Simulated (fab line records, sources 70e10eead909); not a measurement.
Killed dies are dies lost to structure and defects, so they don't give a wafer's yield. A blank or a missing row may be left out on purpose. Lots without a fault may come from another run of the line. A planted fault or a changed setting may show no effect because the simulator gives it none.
Chamber matching | flow nand_harc | NHARC_P_ZERO_WELL_DESCUM_39 on rie_diel-01: 4 sister chambers
The step chemistry O2, time 3 s. 22 wafers are shown with their chamber, then 11 later ones without.

WAFERS WITH THEIR CHAMBER
wafer  | chamber | drypump_motor_current_A (A) | showerhead_plenum_p_Torr (Torr) | throttle_valve_pct (%)
L074.1 | 1       | 6.1                         | 1.94                            | 11.304
L074.3 | 0       | 6.7                         | 1.83                            | 11.298
L074.4 | 2       | 6.2                         | 1.92                            | 11.316
L074.2 | 3       | 6.3                         | 1.92                            | 11.307
L074.5 | 0       | 6.7                         | 1.83                            | 11.328
L074.6 | 1       | 6.1                         | 1.94                            | 11.318
L079.2 | 3       | 6.3                         | 1.92                            | 11.308
L079.4 | 1       | 6.0                         | 1.93                            | 11.316
L079.5 | 0       | 6.7                         | 1.83                            | 11.322
L083.2 | 0       | 6.7                         | 1.82                            | 11.303
L083.5 | 3       | 6.3                         | 1.92                            | 11.308
L083.6 | 2       | 6.2                         | 1.91                            | 11.317
L086.2 | 1       | 6.1                         | 1.92                            | 11.331
L086.3 | 3       | 6.3                         | 1.91                            | 11.315
L086.5 | 0       | 6.7                         | 1.82                            | 11.312
L087.1 | 0       | 6.7                         | 1.82                            | 11.314
L087.4 | 3       | 6.3                         | 1.91                            | 11.309
L087.6 | 3       | 6.3                         | 1.91                            | 11.315
L087.2 | 1       | 6.1                         | 1.92                            | 11.323
L087.3 | 2       | 6.2                         | 1.90                            | 11.323
L087.5 | 0       | 6.7                         | 1.82                            | 11.326
L089.1 | 3       | 6.3                         | 1.91                            | 11.312

SIGNATURES (means of the wafers above)
reading                  | chamber 0 | chamber 1 | chamber 2 | chamber 3 | scatter within a chamber
drypump_motor_current_A  | 6.700     | 6.080     | 6.200     | 6.300     | 0.0211
showerhead_plenum_p_Torr | 1.8243    | 1.9300    | 1.9100    | 1.9143    | 0.00724
throttle_valve_pct       | 11.31471  | 11.31840  | 11.31867  | 11.31057  | 0.00841
Rule: a wafer's distance from a chamber is the root of the sum, over the readings, of the square of ((its reading less the chamber's mean) divided by the reading's scatter). The wafer belongs to the nearest chamber; if the next one is less than 2 further off, it can't be placed. The scatter: the root of (the sum of the squares of (reading less its chamber's mean) over the shown wafers, divided by (wafers less chambers)).

WAFERS WITHOUT THEIR CHAMBER
wafer  | drypump_motor_current_A (A) | showerhead_plenum_p_Torr (Torr) | throttle_valve_pct (%)
L089.5 | 6.3                         | 1.91                            | 11.310
L089.6 | 6.1                         | 1.90                            | 11.310
L091.1 | 6.3                         | 1.91                            | 11.320
L091.4 | 6.7                         | 1.81                            | 11.309
L091.5 | 6.2                         | 1.90                            | 11.311
L093.3 | 6.7                         | 1.81                            | 11.312
L093.5 | 6.1                         | 1.92                            | 11.316
L093.6 | 6.7                         | 1.81                            | 11.316
L095.3 | 6.1                         | 1.91                            | 11.313
L095.5 | 6.1                         | 1.91                            | 11.315
L095.6 | 6.7                         | 1.81                            | 11.301

WHICH CHAMBER EACH WENT THROUGH
wafer  | from the rows above     | in truth
L089.5 | 3                       | 3
L089.6 | can't be placed: 1 or 2 | 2
L091.1 | 3                       | 3
L091.4 | 0                       | 0
L091.5 | 2                       | 2
L093.3 | 0                       | 0
L093.5 | 1                       | 1
L093.6 | 0                       | 0
L095.3 | can't be placed: 1 or 2 | 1
L095.5 | can't be placed: 1 or 2 | 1
L095.6 | 0                       | 0
Placed correctly: 8 of 11. Can't be placed from these rows: 3 (the true chamber is among the candidates in 3). Placed wrongly: 0.
